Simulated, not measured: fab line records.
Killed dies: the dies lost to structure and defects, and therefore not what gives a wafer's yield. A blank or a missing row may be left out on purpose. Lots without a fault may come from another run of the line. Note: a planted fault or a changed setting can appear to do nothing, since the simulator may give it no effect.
Chamber matching | flow n5Finfet | aldMetal-02 running N5_BEOL_M3_ALD_84: 4 sister chambers
The step deposits TaN, pulse time 2 s, purge time 3 s, co reactant purge time 2 s. 27 wafers are shown with their chamber, then 12 later ones without.

WAFERS WITH THEIR CHAMBER
wafer  | chamber | heaterPowerW (W) | precursorVesselCarrierSccm (sccm)
L074.2 | 2       | 427              | 1004.8
L074.5 | 3       | 390              | 1002.6
L074.6 | 0       | 366              | 1002.1
L075.1 | 2       | 415              | 1005.0
L075.2 | 3       | 389              | 1001.5
L075.6 | 1       | 425              | 1001.1
L080.3 | 1       | 425              | 1001.2
L080.4 | 3       | 384              | 998.1
L080.5 | 3       | 390              | 998.1
L081.1 | 1       | 436              | 1001.8
L081.2 | 3       | 392              | 995.7
L081.5 | 1       | 418              | 998.2
L083.1 | 2       | 419              | 1000.6
L083.2 | 3       | 393              | 1003.8
L083.3 | 1       | 432              | 1003.6
L083.4 | 0       | 363              | 999.8
L083.5 | 2       | 419              | 993.2
L083.6 | 1       | 425              | 997.9
L086.3 | 3       | 389              | 1003.1
L086.5 | 3       | 389              | 1004.0
L086.6 | 2       | 407              | 997.8
L087.2 | 2       | 421              | 1001.0
L087.4 | 3       | 390              | 1001.2
L087.5 | 0       | 374              | 997.2
L085.3 | 2       | 428              | 997.3
L085.4 | 3       | 401              | 999.9
L085.5 | 2       | 421              | 995.6

SIGNATURES (averages over the wafers above)
reading                    | chamber 0 | chamber 1 | chamber 2 | chamber 3 | scatter within a chamber
heaterPowerW               | 367.67    | 426.83    | 419.62    | 390.70    | 5.68
precursorVesselCarrierSccm | 999.700   | 1000.633  | 999.413   | 1000.800  | 3.16
Rule: a wafer's distance from a chamber is the root of the sum, over the readings, of the square of ((its reading less the chamber's mean) divided by the reading's scatter). If the next closest chamber is less than 2 further off than the closest, the wafer can't be placed; otherwise it belongs to the closest. The scatter: the root of (the sum of the squares of (reading less its chamber's mean) over the shown wafers, divided by (wafers less chambers)).

WAFERS WITHOUT THEIR CHAMBER
wafer  | heaterPowerW (W) | precursorVesselCarrierSccm (sccm)
L089.1 | 432              | 1005.3
L089.3 | 372              | 998.0
L089.4 | 412              | 996.3
L095.4 | 422              | 1001.3
L095.5 | 411              | 995.3
L095.6 | 382              | 994.1
L096.2 | 373              | 1000.9
L096.3 | 421              | 999.4
L096.5 | 432              | 998.2
L097.1 | 398              | 1001.6
L097.4 | 435              | 997.7
L097.5 | 422              | 1002.0

CHAMBER TAKEN BY EACH
wafer  | from the rows above          | in truth
L089.1 | can't be placed: 1 or 2      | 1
L089.3 | 0                            | 0
L089.4 | can't be placed: 2 or 1      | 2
L095.4 | can't be placed: 2 or 1      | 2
L095.5 | can't be placed: 2 or 1 or 3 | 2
L095.6 | can't be placed: 3 or 0      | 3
L096.2 | 0                            | 0
L096.3 | can't be placed: 2 or 1      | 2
L096.5 | can't be placed: 1 or 2      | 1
L097.1 | 3                            | 3
L097.4 | can't be placed: 1 or 2      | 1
L097.5 | can't be placed: 2 or 1      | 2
Placed correctly: 3 of 12. Can't be placed from these rows: 9 (the true chamber is among the candidates in 9). 0 placed wrongly.
